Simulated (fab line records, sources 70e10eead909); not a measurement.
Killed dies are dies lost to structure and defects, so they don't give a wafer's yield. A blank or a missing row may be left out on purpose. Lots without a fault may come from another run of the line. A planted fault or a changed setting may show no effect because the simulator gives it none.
Chamber matching | flow nand_harc | NHARC_A_CONTACT_ETCH_75 on rie_diel-04: 4 sister chambers
The step etches the open film in CF4, target depth 39 nm, time 65 s. 14 wafers are shown with their chamber, then 7 later ones without.

WAFERS WITH THEIR CHAMBER
wafer  | chamber | drypump_motor_current_A (A) | showerhead_plenum_p_Torr (Torr) | rf_vpp_V (V)
L074.2 | 3       | 6.3                         | 1.75                            | 150.8
L074.3 | 1       | 5.3                         | 1.88                            | 152.6
L074.5 | 2       | 5.7                         | 1.77                            | 151.1
L078.2 | 1       | 5.4                         | 1.88                            | 152.5
L078.3 | 3       | 6.2                         | 1.75                            | 151.6
L078.6 | 1       | 5.4                         | 1.88                            | 153.4
L083.2 | 2       | 5.7                         | 1.76                            | 152.0
L083.5 | 0       | 5.2                         | 1.67                            | 150.4
L083.6 | 3       | 6.2                         | 1.74                            | 150.6
L094.4 | 1       | 5.4                         | 1.86                            | 152.5
L094.5 | 1       | 5.4                         | 1.86                            | 152.9
L094.6 | 2       | 5.7                         | 1.75                            | 150.9
L094.1 | 2       | 5.7                         | 1.75                            | 149.5
L094.2 | 3       | 6.2                         | 1.73                            | 150.7

SIGNATURES (means of the wafers above)
reading                  | chamber 0 | chamber 1 | chamber 2 | chamber 3 | scatter within a chamber
drypump_motor_current_A  | 5.200     | 5.380     | 5.700     | 6.225     | 0.0394
showerhead_plenum_p_Torr | 1.6700    | 1.8720    | 1.7575    | 1.7425    | 0.0101
rf_vpp_V                 | 150.400   | 152.780   | 150.875   | 150.925   | 0.665
Rule: a wafer's distance from a chamber is the root of the sum, over the readings, of the square of ((its reading less the chamber's mean) divided by the reading's scatter). The wafer belongs to the nearest chamber; if the next one is less than 2 further off, it can't be placed. The scatter: the root of (the sum of the squares of (reading less its chamber's mean) over the shown wafers, divided by (wafers less chambers)).

WAFERS WITHOUT THEIR CHAMBER
wafer  | drypump_motor_current_A (A) | showerhead_plenum_p_Torr (Torr) | rf_vpp_V (V)
L094.3 | 5.2                         | 1.66                            | 149.3
L093.1 | 5.2                         | 1.66                            | 149.3
L093.3 | 6.2                         | 1.73                            | 150.2
L093.4 | 5.7                         | 1.75                            | 150.7
L095.4 | 5.4                         | 1.86                            | 153.0
L095.5 | 5.3                         | 1.86                            | 150.6
L095.6 | 5.7                         | 1.75                            | 150.7

WHICH CHAMBER EACH WENT THROUGH
wafer  | from the rows above | in truth
L094.3 | 0                   | 0
L093.1 | 0                   | 0
L093.3 | 3                   | 3
L093.4 | 2                   | 2
L095.4 | 1                   | 1
L095.5 | 1                   | 1
L095.6 | 2                   | 2
Placed correctly: 7 of 7. Can't be placed from these rows: 0. Placed wrongly: 0.
